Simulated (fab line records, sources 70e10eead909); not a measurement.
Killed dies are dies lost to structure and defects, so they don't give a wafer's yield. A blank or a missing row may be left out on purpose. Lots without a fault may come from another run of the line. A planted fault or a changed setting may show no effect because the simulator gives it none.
Chamber matching | flow nand_harc | NHARC_A_CONTACT_ETCH_110 on rie_diel-08: 4 sister chambers
The step etches the open film in CF4/O2, target depth 60 nm, overetch 6 nm, time 33 s. 4 wafers are shown with their chamber, then 7 later ones without.

WAFERS WITH THEIR CHAMBER
wafer  | chamber | drypump_motor_current_A (A)
L498.6 | 1       | 6.0
L500.5 | 3       | 5.7
L499.2 | 0       | 6.3
L499.5 | 2       | 6.1

WAFERS WITHOUT THEIR CHAMBER
wafer  | drypump_motor_current_A (A)
L499.6 | 5.7
L501.2 | 5.7
L501.3 | 6.1
L501.4 | 6.0
L504.1 | 6.2
L504.2 | 6.3
L504.4 | 5.7

WHICH CHAMBER EACH WENT THROUGH
wafer  | from the rows above     | in truth
L499.6 | 3                       | 3
L501.2 | 3                       | 3
L501.3 | 2                       | 2
L501.4 | 1                       | 1
L504.1 | can't be placed: 0 or 2 | 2
L504.2 | 0                       | 0
L504.4 | 3                       | 3
Placed correctly: 6 of 7. Can't be placed from these rows: 1 (the true chamber is among the candidates in 1). Placed wrongly: 0.
How it was worked out, from the rows above alone: a wafer's distance from a chamber is the root of the sum, over the readings, of the square of ((its reading less the chamber's mean) divided by the reading's scatter). The wafer belongs to the nearest chamber; if the next one is less than 2 further off, it can't be placed. A chamber's mean is the mean of its shown wafers. The scatter: with one shown wafer a chamber, the root of the mean of the squares of how far each hidden wafer lies from its nearest shown one.
